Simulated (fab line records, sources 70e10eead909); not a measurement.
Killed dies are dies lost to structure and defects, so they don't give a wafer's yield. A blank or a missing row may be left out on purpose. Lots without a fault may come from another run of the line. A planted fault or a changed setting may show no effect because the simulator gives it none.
fab line records | flow nand_harc
record lots=13 wafers=39 last_day=25
route steps=1159 shown A_STAIRCASE@619 END@1159
lots that met no fault: from a run of the same line without faults
start_h: hours from the record's first day to the start of the lot's first wafer shown | wait_h: hours since the lot's step before | " the same as in the row above | L1.1+2: a row that stands for several wafers | - no value, or no start given | * or withheld: withheld | < > ~ a bound
route shown NAME@n: a module of which the file shows steps, and the number in the route of the first | usual: mean/standard deviation of fault-free wafers | same: alike in all rows | chamber/n: place in a boat | sites: the reading at each site | _std_site: their standard deviation | _edge_site: outer sites' mean less inner sites' | radius_mm: how far each site lies from the wafer's centre | mask NAME#n: copy n | behind: the tool/chamber that last shaped the wafer | hold: why the lot was held/for how many hours/how that ended | device: the transistor (n, p or np) that didn't switch | end of line: the same wafers' tests at the end of the route | a step without rows: its recipe alone | killed: dies lost to structure and defects at the first sort, not the wafer's yield | map: a wafer's dies, x killed, . not, _ none there
set.NAME: the setting as run; set.NAME@STEP: as run at that earlier step | model.NAME: the simulator's own value behind a step, which no gauge read
steps of the route over a sample of lots; a table a step, a row a wafer
services: from which hour (start_h, from the record's first day; less than 0 if before it) a tool's chamber was out of use, for how many hours, and why
## steps
# step NHARC_A_STAIRCASE_ETCH_225
# recipe target_depth_a=1000 time_s=40.5 ion_energy_ev=400 c4f8_flow_sccm=20 o2_flow_sccm=10 ar_flow_sccm=withheld rf_w=600 bias_w=1000 chemistry=C4F8/O2
# usual chamber_pressure_mTorr=24.997/0.022 oes_product_au=0.940/0.014 rf_fwd_power_W=593.1/2.7 rf_vpp_V=893/5.3
# columns lot.wafer tool chamber start_h wait_h chamber_pressure_mTorr oes_product_au rf_fwd_power_W rf_hours_counter_h rf_vpp_V
L994.4 rie_diel-05 1 - - 24.972 0.941 593.6 32 903
L994.5 " 0 " " 25.038 0.918 590.1 - 891
L994.6 " 1 " " 24.993 0.943 598.1 - 903
L997.3 rie_diel-05 0 - - 24.978 0.924 596.3 32 891
L997.5 " 3 " " 24.987 0.950 587.4 - 894
L997.6 " 0 " " 24.983 0.926 595.0 - 893
L998.2 rie_diel-05 3 - - 25.000 0.943 589.5 29 892
L998.1 " 1 " " 25.001 0.955 593.8 37 903
L998.5 " 3 " " 25.024 0.947 588.7 - 892
L100.4 rie_diel-05 2 - - 24.989 0.930 593.5 47 894
L100.1 " 3 " " 24.986 0.941 590.2 39 890
L100.5 " 0 " " 25.035 0.911 591.1 - 890
L102.3 rie_diel-13 1 - - 25.012 0.928 590.2 5 892
L102.2 " 0 " " 24.994 0.961 590.0 5 891
L102.5 " 1 " " 24.985 0.913 589.1 - 894
L104.3 rie_diel-13 0 - - 24.993 0.948 594.1 10 888
L104.2 " 2 " " 25.001 0.932 595.2 12 894
L104.1 " 3 " " 25.040 0.934 591.6 11 906
L106.1 rie_diel-08 1 - - 25.044 0.939 598.4 5 889
L106.4 " 3 " " 24.993 0.942 596.6 5 887
L106.6 " 0 " " 24.997 0.929 589.0 - 890
L109.2 rie_diel-05 3 - - 25.009 0.948 589.6 53 892
L109.3 " 0 " " 24.994 0.932 596.7 62 890
L109.6 " 3 " " 24.998 0.950 588.7 - 891
L108.1 rie_diel-13 0 - - 24.962 0.964 595.6 22 889
L108.4 " 1 " " 24.959 0.945 590.8 23 892
L108.5 " 0 " " 25.023 0.970 595.6 - 891
L110.2 rie_diel-08 0 - - 24.982 0.959 590.3 10 890
L110.3 " 3 " " 25.011 0.958 593.5 14 887
L110.5 " 1 " " 25.031 0.972 597.9 - 889
L112.2 rie_diel-08 2 - - 25.003 0.928 595.3 18 890
L112.4 " 3 " " 25.029 0.948 593.6 20 886
L112.5 " 0 " " 24.952 0.918 590.1 - 891
L114.1 rie_diel-13 1 - - 24.980 0.931 589.7 38 892
L114.3 " 3 " " 25.016 0.946 591.7 38 903
L114.5 " 1 " " 25.025 0.934 588.2 - 891
L115.3 rie_diel-13 3 - - 25.010 0.939 595.1 40 904
L115.6 " 1 " " 25.022 0.938 590.9 - 891
L115.5 " 2 " " 24.999 0.938 590.3 - 893
# step NHARC_A_STAIRCASE_ETCH_232
# recipe target_depth_a=1000 time_s=40.5 ion_energy_ev=400 c4f8_flow_sccm=20 o2_flow_sccm=10 ar_flow_sccm=withheld rf_w=600 bias_w=1000 chemistry=C4F8/O2
# usual chamber_pressure_mTorr=24.998/0.023 oes_product_au=0.940/0.016 rf_fwd_power_W=593.3/2.6 rf_vpp_V=893/5.2
# columns lot.wafer tool chamber start_h wait_h chamber_pressure_mTorr oes_product_au rf_fwd_power_W rf_hours_counter_h rf_vpp_V
L994.4 rie_diel-05 3 - - 24.970 0.937 592.9 24 893
L994.5 " 2 " " 25.008 0.948 598.3 - 893
L994.6 " 3 " " 24.979 0.946 591.8 - 890
L997.3 rie_diel-05 1 - - 24.996 0.937 596.6 35 903
L997.5 " 0 " " 25.004 0.913 593.3 - 893
L997.6 " 1 " " 25.005 0.949 596.0 - 902
L998.1 rie_diel-13 1 - - 24.952 0.946 589.2 56 892
L998.2 " 2 " " 25.011 0.942 594.4 55 893
L998.5 " 0 " " 24.996 0.947 593.5 - 890
L100.4 rie_diel-13 1 - - 24.988 0.918 588.7 4 893
L100.1 " 3 " " 25.014 0.930 596.5 4 903
L100.5 " 2 " " 24.996 0.920 595.4 - 894
L102.2 rie_diel-13 3 - - 25.051 0.954 593.5 5 905
L102.3 " 0 " " 25.001 0.949 590.5 5 890
L102.5 " 1 " " 24.997 0.939 591.3 - 894
L104.3 rie_diel-13 3 - - 25.001 0.951 595.2 12 904
L104.1 " 0 " " 24.994 0.959 592.3 10 889
L104.2 " 1 " " 24.935 0.924 589.6 11 892
L106.4 rie_diel-08 2 - - 24.987 0.917 593.7 6 890
L106.1 " 3 " " 24.961 0.948 592.5 6 887
L106.6 " 3 " " 25.036 0.944 593.9 - 887
L109.3 rie_diel-05 3 - - 25.006 0.949 590.6 54 892
L109.2 " 0 " " 25.006 0.942 594.2 62 892
L109.6 " 3 " " 24.985 0.955 589.8 - 891
L108.1 rie_diel-13 3 - - 25.013 0.920 594.0 23 905
L108.4 " 0 " " 24.996 0.942 594.2 22 889
L108.5 " 2 " " 24.975 0.914 595.1 - 892
L110.3 rie_diel-13 2 - - 25.039 0.929 592.5 25 894
L110.2 " 1 " " 24.991 0.925 588.3 24 894
L110.5 " 3 " " 24.960 0.921 598.0 - 904
L112.2 rie_diel-13 3 - - 24.987 0.933 594.4 31 903
L112.5 " 3 " " 25.029 0.928 597.5 - 905
L112.4 " 1 " " 25.010 0.932 592.2 - 893
L114.1 rie_diel-13 3 - - 24.980 0.924 597.5 38 905
L114.3 " 1 " " 25.043 0.915 593.1 38 891
L114.5 " 3 " " 25.021 0.925 595.8 - 902
L115.3 rie_diel-05 1 - - 25.021 0.961 595.5 15 902
L115.6 " 2 " " 25.005 0.950 591.3 - 891
L115.5 " 3 " " 24.989 0.928 591.6 - 892
# step NHARC_A_STAIRCASE_STRIP_238
# recipe power_w=1500 temp_c=250 chemistry=O2
# usual drypump_motor_current_A=5.7/0.46 heater_power_w=353/26
# columns lot.wafer tool chamber start_h wait_h drypump_motor_current_A heater_power_w rf_hours_counter_h
L994.4 plasma_asher-01 0 255.81 0.2 4.9 341 -
L994.5 " 0 " " 4.9 340 -
L994.6 " 1 " " 5.8 382 -
L997.3 plasma_asher-01 0 264.02 0.2 4.9 353 -
L997.5 " 1 " " 5.7 369 -
L997.6 " 0 " " 4.9 343 -
L998.2 plasma_asher-01 0 271.13 0.1 4.9 348 56
L998.1 " 1 " " 5.8 369 56
L998.5 " 1 " " 5.8 376 -
L100.1 plasma_asher-02 1 293.86 0.1 5.9 360 37
L100.4 " 0 " " 6.2 316 -
L100.5 " 1 " " 5.9 358 -
L102.2 plasma_asher-02 1 296.69 0.1 5.9 355 39
L102.3 " 1 " " 5.8 340 -
L102.5 " 1 " " 5.8 355 -
L104.1 plasma_asher-02 1 308.70 0.1 5.8 352 43
L104.2 " 0 " " 6.2 309 43
L104.3 " 1 " " 5.8 358 -
L106.1 plasma_asher-02 1 325.16 0.3 5.9 356 48
L106.4 " 1 " " 5.9 364 -
L106.6 " 0 " " 6.2 315 -
L109.2 plasma_asher-02 1 333.37 0.1 5.8 364 52
L109.3 " 0 " " 6.2 324 -
L109.6 " 1 " " 5.9 356 -
L108.1 plasma_asher-02 1 346.84 0.1 5.9 358 55
L108.4 " 1 " " 5.9 357 -
L108.5 " 0 " " 6.2 325 -
L110.2 plasma_asher-02 0 347.16 0.1 6.2 320 55
L110.3 " 0 " " 6.2 314 -
L110.5 " 0 " " 6.2 323 -
L112.2 plasma_asher-01 0 363.55 0.3 4.9 346 26
L112.4 " 1 " " 5.7 406 -
L112.5 " 1 " " 5.7 407 -
L114.1 plasma_asher-02 0 379.84 0.1 6.2 325 2
L114.3 " 0 " " 6.2 321 -
L114.5 " 1 " " 5.8 355 -
L115.3 plasma_asher-01 0 385.17 0.2 5.0 345 -
L115.6 " 1 " " 5.8 405 -
L115.5 " 0 " " 5.0 345 -
# step NHARC_A_STAIRCASE_HM_DEP_456
# recipe target_thk_a=15000 temp_c=400 material=aC
# usual throttle_valve_pct=34.999/0.0094
# columns lot.wafer tool chamber start_h wait_h throttle_valve_pct
L994.4 acl_dep-01 0 259.37 - 34.995
L994.5 " 0 " " 34.993
L994.6 " 0 " " 35.011
L997.3 acl_dep-01 0 267.39 - 35.016
L997.5 " 0 " " 34.996
L997.6 " 0 " " 34.987
L998.1 acl_dep-03 0 274.97 - 35.000
L998.2 " 0 " " 34.992
L998.5 " 0 " " 35.001
L998.1 acl_dep-03 0 277.36 2.1 35.017
L998.2 " 0 " " 34.977
L998.5 " 0 " " 34.995
L100.1 acl_dep-02 0 301.72 - 35.008
L100.4 " 0 " " 35.007
L100.5 " 0 " " 34.995
L102.2 acl_dep-02 0 307.69 - 35.015
L102.3 " 0 " " 34.997
L102.5 " 0 " " 34.998
L102.2 acl_dep-02 0 315.73 7.7 35.000
L102.3 " 0 " " 34.994
L102.5 " 0 " " 35.010
L104.1 acl_dep-03 0 314.59 - 35.017
L104.2 " 0 " " 35.005
L104.3 " 0 " " 35.021
L106.1 acl_dep-02 0 329.04 - 34.995
L106.4 " 0 " " 34.987
L106.6 " 0 " " 34.993
L106.1 acl_dep-02 0 331.55 2.2 35.021
L106.4 " 0 " " 35.005
L106.6 " 0 " " 35.007
L109.2 acl_dep-02 0 336.20 - 34.995
L109.3 " 0 " " 34.982
L109.6 " 0 " " 35.003
L108.1 acl_dep-03 0 349.24 - 34.993
L108.4 " 0 " " 34.983
L108.5 " 0 " " 34.991
L110.2 acl_dep-01 0 351.87 - 35.005
L110.3 " 0 " " 35.005
L110.5 " 0 " " 35.007
L112.2 acl_dep-02 0 367.50 - 34.991
L112.4 " 0 " " 34.995
L112.5 " 0 " " 35.009
L114.1 acl_dep-01 0 384.03 - 35.012
L114.3 " 0 " " 34.995
L114.5 " 0 " " 35.007
L115.3 acl_dep-02 0 389.74 - 34.995
L115.5 " 0 " " 34.997
L115.6 " 0 " " 34.999
# step NHARC_END_SORT_01
# recipe temp_c=25
# usual killed_at_array=27/11 killed_at_other=0.7/1.1 killed_at_periphery=3.6/2.4 killed_dies=32/11 killed_open=3.3/1.8 killed_short=2.1/1.5
# same gross_dies=677
# columns lot.wafer tool chamber start_h wait_h killed_at_array killed_at_other killed_at_periphery killed_dies killed_open killed_short
L998.1 prober-01 0 462.26 2.5 29 1 2 32 7 3
L998.2 prober-01 0 463.06 2.8 15 2 8 25 3 2
L998.5 prober-01 0 465.45 3.7 14 0 2 16 0 1
L100.1 prober-02 0 494.34 2.5 35 0 4 39 1 2
L100.4 prober-02 0 496.74 3.4 25 1 7 33 3 2
L100.5 prober-02 0 497.55 3.7 32 0 6 38 3 4
L106.1 prober-01 0 517.76 2.5 29 0 3 32 2 3
L106.4 prober-01 0 520.17 3.4 29 0 2 31 5 1
L106.6 prober-01 0 521.77 4.0 34 1 2 37 7 3
L109.2 prober-02 0 526.28 2.8 41 2 3 46 3 1
L109.3 prober-02 0 527.08 3.1 48 1 6 55 2 4
L109.6 prober-02 0 529.46 4.0 36 2 4 42 1 3
L108.1 prober-02 0 535.32 2.5 28 2 5 35 2 0
L108.4 prober-02 0 537.70 3.4 32 0 3 35 2 0
L108.5 prober-02 0 538.49 3.7 48 0 1 49 5 5
L110.2 prober-01 0 552.99 2.8 16 0 4 20 5 1
L110.3 prober-01 0 553.79 3.1 14 0 0 14 2 2
L110.5 prober-01 0 555.38 3.7 10 2 8 20 4 1
L114.1 prober-02 0 582.00 2.5 38 1 5 44 2 3
L114.3 prober-02 0 583.63 3.1 26 0 1 27 5 1
L114.5 prober-02 0 585.27 3.8 40 0 1 41 3 1
# killed by level:class
L998.1 A_CHANNEL_HOLE_D1:chamber_film_flake=9 A_STAIRCASE:chamber_film_flake=5 A_CONTACT:chamber_film_flake=5 A_SOURCE_PLATE:geometric_particle:open=2 P_M0:geometric_particle:open=1 A_ONON_D1:geometric_particle:open=1 A_SGD_CUT:geometric_particle:short=1 A_WL_FILL:geometric_particle:open=1
L998.2 A_CHANNEL_HOLE_D1:chamber_film_flake=7 P_ZERO_WELL:chamber_film_flake=5 A_CONTACT:chamber_film_flake=5 P_CONTACT:geometric_particle:open=2 THIN_TSV:chamber_film_flake=2 P_M1:geometric_particle:short=1 A_CHANNEL_FILL_D1:geometric_particle:open=1 A_CONTACT:geometric_particle:short=1
L998.5 A_CHANNEL_HOLE_D1:chamber_film_flake=9 A_CONTACT:chamber_film_flake=3 P_M2:geometric_particle:short=1 P_ZERO_WELL:chamber_film_flake=1 A_STAIRCASE:chamber_film_flake=1 A_SLIT:chamber_film_flake=1
L100.1 A_CHANNEL_HOLE_D1:chamber_film_flake=20 A_SLIT:chamber_film_flake=11 P_ZERO_WELL:chamber_film_flake=3 P_M0:geometric_particle:open=1 A_SOURCE_PLATE:geometric_particle:short=1 A_WL_FILL:geometric_particle:short=1 A_STAIRCASE:chamber_film_flake=1 A_CONTACT:chamber_film_flake=1
L100.4 A_CHANNEL_HOLE_D1:chamber_film_flake=13 A_SLIT:chamber_film_flake=6 P_M0:geometric_particle:open=2 P_GATE:chamber_film_flake=2 A_STAIRCASE:chamber_film_flake=2 P_M1:geometric_particle:open=1 A_WL_FILL:geometric_particle:short=1 A_CONTACT:geometric_particle:short=1
L100.5 A_CHANNEL_HOLE_D1:chamber_film_flake=16 A_SLIT:chamber_film_flake=7 P_ZERO_WELL:chamber_film_flake=2 A_STAIRCASE:chamber_film_flake=2 A_CONTACT:chamber_film_flake=2 P_CONTACT:geometric_particle:open=1 P_M0:geometric_particle:short=1 A_CHANNEL_FILL_D1:geometric_particle:open=1
L106.1 A_CHANNEL_HOLE_D1:chamber_film_flake=20 A_CONTACT:chamber_film_flake=4 P_CONTACT:geometric_particle:open=2 A_CHANNEL_FILL_D1:geometric_particle:short=1 A_SLIT:geometric_particle:short=1 A_WL_FILL:geometric_particle:short=1 P_GATE:chamber_film_flake=1 A_STAIRCASE:chamber_film_flake=1
L106.4 A_CHANNEL_HOLE_D1:chamber_film_flake=19 A_M0:geometric_particle:open=4 A_CONTACT:chamber_film_flake=3 A_WL_FILL:geometric_particle:short=1 A_CONTACT:geometric_particle:open=1 P_STI:chamber_film_flake=1 P_GATE:chamber_film_flake=1 A_SLIT:chamber_film_flake=1
L106.6 A_CHANNEL_HOLE_D1:chamber_film_flake=18 A_CONTACT:chamber_film_flake=4 A_CHANNEL_FILL_D1:geometric_particle:open=2 A_STAIRCASE:chamber_film_flake=2 A_WL_FILL:chamber_film_flake=2 P_CONTACT:geometric_particle:open=1 P_M0:geometric_particle:open=1 A_CHANNEL_FILL_D1:geometric_particle:short=1
L109.2 A_CHANNEL_HOLE_D1:chamber_film_flake=21 A_SLIT:chamber_film_flake=7 A_STAIRCASE:chamber_film_flake=6 A_CONTACT:chamber_film_flake=3 THIN_TSV:chamber_film_flake=2 P_CONTACT:geometric_particle:open=1 A_CHANNEL_FILL_D1:geometric_particle:short=1 A_WL_FILL:geometric_particle:open=1
L109.3 A_CHANNEL_HOLE_D1:chamber_film_flake=26 A_SLIT:chamber_film_flake=12 P_ZERO_WELL:chamber_film_flake=4 A_WL_FILL:geometric_particle:short=3 A_STAIRCASE:chamber_film_flake=3 P_M0:chamber_film_flake=2 A_WL_FILL:geometric_particle:open=1 A_CONTACT:geometric_particle:short=1
L109.6 A_CHANNEL_HOLE_D1:chamber_film_flake=21 A_SLIT:chamber_film_flake=8 A_CONTACT:chamber_film_flake=3 A_WL_FILL:geometric_particle:short=2 THIN_TSV:chamber_film_flake=2 P_M1:geometric_particle:short=1 A_SOURCE_PLATE:geometric_particle:open=1 P_ZERO_WELL:chamber_film_flake=1
L108.1 A_SLIT:chamber_film_flake=15 A_CHANNEL_HOLE_D1:chamber_film_flake=12 THIN_TSV:chamber_film_flake=2 P_STI:geometric_particle:open=1 P_CONTACT:geometric_particle:open=1 P_ZERO_WELL:chamber_film_flake=1 P_STI:chamber_film_flake=1 P_M0:chamber_film_flake=1
L108.4 A_CHANNEL_HOLE_D1:chamber_film_flake=15 A_SLIT:chamber_film_flake=11 A_CONTACT:chamber_film_flake=4 P_M0:chamber_film_flake=2 A_CHANNEL_FILL_D1:geometric_particle:open=1 A_CONTACT:geometric_particle:open=1 P_GATE:chamber_film_flake=1
L108.5 A_CHANNEL_HOLE_D1:chamber_film_flake=23 A_SLIT:chamber_film_flake=13 A_SGD_CUT:geometric_particle:short=2 A_CONTACT:geometric_particle:open=2 A_M0:geometric_particle:short=2 A_ONON_D1:geometric_particle:open=1 A_STAIRCASE:geometric_particle:open=1 A_SGD_CUT:geometric_particle:open=1
L110.2 A_CHANNEL_HOLE_D1:chamber_film_flake=5 A_ZERO_WELL:chamber_film_flake=3 A_CONTACT:chamber_film_flake=3 A_STAIRCASE:chamber_film_flake=2 P_GATE:geometric_particle:open=1 P_M0:geometric_particle:open=1 P_M1:geometric_particle:open=1 A_CHANNEL_HOLE_D1:geometric_particle:open=1
L110.3 A_CHANNEL_HOLE_D1:chamber_film_flake=4 A_STAIRCASE:chamber_film_flake=4 A_ONON_D1:geometric_particle:short=1 A_CHANNEL_FILL_D1:geometric_particle:short=1 A_CHANNEL_FILL_D1:geometric_particle:open=1 A_WL_FILL:geometric_particle:open=1 A_ZERO_WELL:chamber_film_flake=1 A_CONTACT:chamber_film_flake=1
L110.5 A_CONTACT:chamber_film_flake=6 P_M0:geometric_particle:open=4 A_STAIRCASE:chamber_film_flake=2 THIN_TSV:chamber_film_flake=2 P_M0:geometric_particle:short=1 P_ZERO_WELL:chamber_film_flake=1 P_M0:chamber_film_flake=1 P_M1:chamber_film_flake=1
L114.1 A_SLIT:chamber_film_flake=20 A_CONTACT:chamber_film_flake=7 A_CHANNEL_HOLE_D1:chamber_film_flake=4 A_WL_FILL:chamber_film_flake=2 P_GATE:geometric_particle:short=1 P_CONTACT:geometric_particle:short=1 P_M1:geometric_particle:open=1 P_M2:geometric_particle:open=1
L114.3 A_SLIT:chamber_film_flake=7 A_CHANNEL_HOLE_D1:chamber_film_flake=6 A_CONTACT:chamber_film_flake=3 A_M0:geometric_particle:open=2 A_STAIRCASE:chamber_film_flake=2 P_M1:geometric_particle:open=1 A_SOURCE_PLATE:geometric_particle:open=1 A_SOURCE_PLATE:geometric_particle:short=1
L114.5 A_SLIT:chamber_film_flake=17 A_CONTACT:chamber_film_flake=8 A_CHANNEL_HOLE_D1:chamber_film_flake=7 A_M0:geometric_particle:open=2 A_STAIRCASE:chamber_film_flake=2 A_ONON_D1:geometric_particle:short=1 A_BLC:geometric_particle:open=1 P_GATE:chamber_film_flake=1
## services
# columns tool chamber start_h hours kind
rie_diel-08 0 230.90 4.1 repair
rie_diel-13 0 231.10 - clean
rie_diel-13 1 231.10 - clean
rie_diel-13 2 231.10 - clean
rie_diel-13 3 231.10 - clean
rie_diel-08 2 253.28 3.2 repair
rie_diel-13 0 255.73 - clean
rie_diel-13 1 255.73 - clean
rie_diel-13 2 255.73 - clean
rie_diel-13 3 255.73 - clean
rie_diel-05 2 273.08 2.7 repair
plasma_asher-01 - 276.03 9.0 pm
rie_diel-13 - 276.04 9.0 pm
rie_diel-13 0 276.04 9.0 vent_cycle
rie_diel-08 3 287.17 3.8 repair
acl_dep-01 - 294.81 13.0 pm
plasma_asher-02 - 299.72 0.9 repair
rie_diel-08 - 301.98 9.0 pm
plasma_asher-01 - 324.19 1.8 repair
rie_diel-08 0 328.04 12.9 repair
rie_diel-05 - 340.67 9.0 pm
acl_dep-02 - 351.26 13.0 pm
rie_diel-05 3 358.94 11.9 repair
plasma_asher-02 - 360.00 9.0 pm
## key
first_sign step=NHARC_A_STAIRCASE_HM_DEP_456 reading=visit direction=added
effect none on later readings
met_at NHARC_A_STAIRCASE_HM_DEP_456
struck_lots L998,L102,L106
tester_left_out L998,L102,L106
not_acting_at NHARC_A_STAIRCASE_ETCH_225,NHARC_A_STAIRCASE_ETCH_232,NHARC_A_STAIRCASE_STRIP_238
fault kind=repeated_step_whole tool=acl_dep-01,acl_dep-02,acl_dep-03 chamber=- onset_h=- steps=NHARC_A_STAIRCASE_HM_DEP_456 times=1 scope=struck_lots_only
# tester_left_out: of these lots the tester's yield and bins aren't shown, on N5 and GAA mostly nor the transistor test; their killed dies are dies lost to structure and defects alone, not to doping, threshold or leakage, so they don't give the yield
